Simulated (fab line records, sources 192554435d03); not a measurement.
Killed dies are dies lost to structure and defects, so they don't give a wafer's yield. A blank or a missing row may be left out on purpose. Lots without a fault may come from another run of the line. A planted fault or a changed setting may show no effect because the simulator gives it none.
Chamber matching | flow n5_finfet | N5_HKMG_FIN_HK_ALD_01 on ald_hk-01: 4 sister chambers
The step deposits HfO2, target thk 1.6 nm, pulse time 3 s, purge time 3 s. 22 wafers are shown with their chamber, then 11 later ones without.

WAFERS WITH THEIR CHAMBER
wafer  | chamber | precursor_pulse_height_rel
L075.1 | 1       | 0.994
L075.4 | 0       | 1.000
L075.5 | 0       | 1.024
L076.2 | 2       | 0.972
L076.5 | 2       | 0.991
L076.6 | 1       | 0.973
L079.2 | 1       | 1.005
L079.3 | 2       | 0.996
L079.4 | 3       | 0.947
L082.1 | 0       | 0.993
L082.3 | 2       | 1.002
L082.6 | 2       | 0.983
L085.2 | 3       | 0.998
L085.3 | 0       | 0.994
L085.6 | 0       | 1.004
L088.1 | 2       | 1.006
L088.5 | 2       | 1.011
L088.6 | 1       | 1.004
L089.1 | 1       | 0.980
L089.2 | 2       | 1.016
L089.5 | 2       | 0.978
L090.2 | 1       | 1.025

SIGNATURES (means of the wafers above)
reading                    | chamber 0 | chamber 1 | chamber 2 | chamber 3 | scatter within a chamber
precursor_pulse_height_rel | 1.00300   | 0.99683   | 0.99500   | 0.97250   | 0.0176
Rule: a wafer's distance from a chamber is the root of the sum, over the readings, of the square of ((its reading less the chamber's mean) divided by the reading's scatter). The wafer belongs to the nearest chamber; if the next one is less than 2 further off, it can't be placed. The scatter: the root of (the sum of the squares of (reading less its chamber's mean) over the shown wafers, divided by (wafers less chambers)).

WAFERS WITHOUT THEIR CHAMBER
wafer  | precursor_pulse_height_rel
L090.3 | 0.980
L090.6 | 1.003
L091.3 | 1.007
L091.4 | 0.985
L091.6 | 1.007
L092.3 | 0.973
L092.5 | 1.005
L092.6 | 0.989
L095.1 | 0.971
L095.3 | 0.976
L095.6 | 1.006

WHICH CHAMBER EACH WENT THROUGH
wafer  | from the rows above               | in truth
L090.3 | can't be placed: 3 or 2 or 1 or 0 | 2
L090.6 | can't be placed: 0 or 1 or 2 or 3 | 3
L091.3 | can't be placed: 0 or 1 or 2 or 3 | 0
L091.4 | can't be placed: 2 or 1 or 3 or 0 | 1
L091.6 | can't be placed: 0 or 1 or 2 or 3 | 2
L092.3 | can't be placed: 3 or 2 or 1 or 0 | 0
L092.5 | can't be placed: 0 or 1 or 2 or 3 | 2
L092.6 | can't be placed: 2 or 1 or 0 or 3 | 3
L095.1 | can't be placed: 3 or 2 or 1 or 0 | 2
L095.3 | can't be placed: 3 or 2 or 1 or 0 | 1
L095.6 | can't be placed: 0 or 1 or 2 or 3 | 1
Placed correctly: 0 of 11. Can't be placed from these rows: 11 (the true chamber is among the candidates in 11). Placed wrongly: 0.
